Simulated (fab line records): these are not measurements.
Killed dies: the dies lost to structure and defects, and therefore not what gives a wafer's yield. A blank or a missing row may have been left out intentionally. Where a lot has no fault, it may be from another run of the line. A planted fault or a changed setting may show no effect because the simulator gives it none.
Matching of chambers ; flow nandHarc ; cmp-02 running NHARC_P_CONTACT_CMP_01: 4 sister chambers
The step polishes SiO2, target thk 200 nm. 16 wafers are shown with their chamber, then 8 later ones without.

== WAFERS, EACH WITH ITS CHAMBER ==
wafer;chamber;motorCurrentA (A)
L074.1;3;11.5
L074.4;2;11.6
L074.6;3;11.6
L077.4;0;10.6
L077.5;1;11.4
L077.6;2;11.2
L079.2;2;11.7
L079.4;1;11.6
L079.5;1;11.3
L081.2;3;11.3
L081.5;1;11.5
L081.6;0;10.8
L086.1;0;10.0
L086.2;2;11.1
L086.5;3;11.8
L089.2;3;11.2

SIGNATURES (means of the wafers above)
reading;chamber 0;chamber 1;chamber 2;chamber 3;scatter within a chamber
motorCurrentA;10.467;11.450;11.400;11.480;0.272
Rule: a wafer lies at a distance from a chamber equal to the root of the sum of squares, over the readings, of (its reading less the chamber's mean, divided by the reading's scatter). The wafer belongs to the nearest chamber; if the next one is less than 2 further off, it can't be placed. The scatter: the root of (the sum of the squares of (reading less its chamber's mean) over the shown wafers, divided by (wafers less chambers)).

== WAFERS WITHOUT THEIR CHAMBER ==
wafer;motorCurrentA (A)
L089.4;11.5
L089.6;11.2
L090.1;11.8
L090.4;10.6
L090.5;10.9
L091.1;11.1
L091.2;10.6
L091.3;12.0

== THE CHAMBER EACH PASSED THROUGH ==
wafer;from the rows above;in truth
L089.4;can't be placed: 3 or 1 or 2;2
L089.6;can't be placed: 2 or 1 or 3 or 0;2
L090.1;can't be placed: 3 or 1 or 2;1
L090.4;0;0
L090.5;can't be placed: 0 or 2 or 1 or 3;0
L091.1;can't be placed: 2 or 1 or 3 or 0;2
L091.2;0;0
L091.3;can't be placed: 3 or 1 or 2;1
Correct placement for 2 of the 8. Unplaceable from these rows: 6, with the true chamber sitting among the candidates in 6. Wrongly placed: 0.
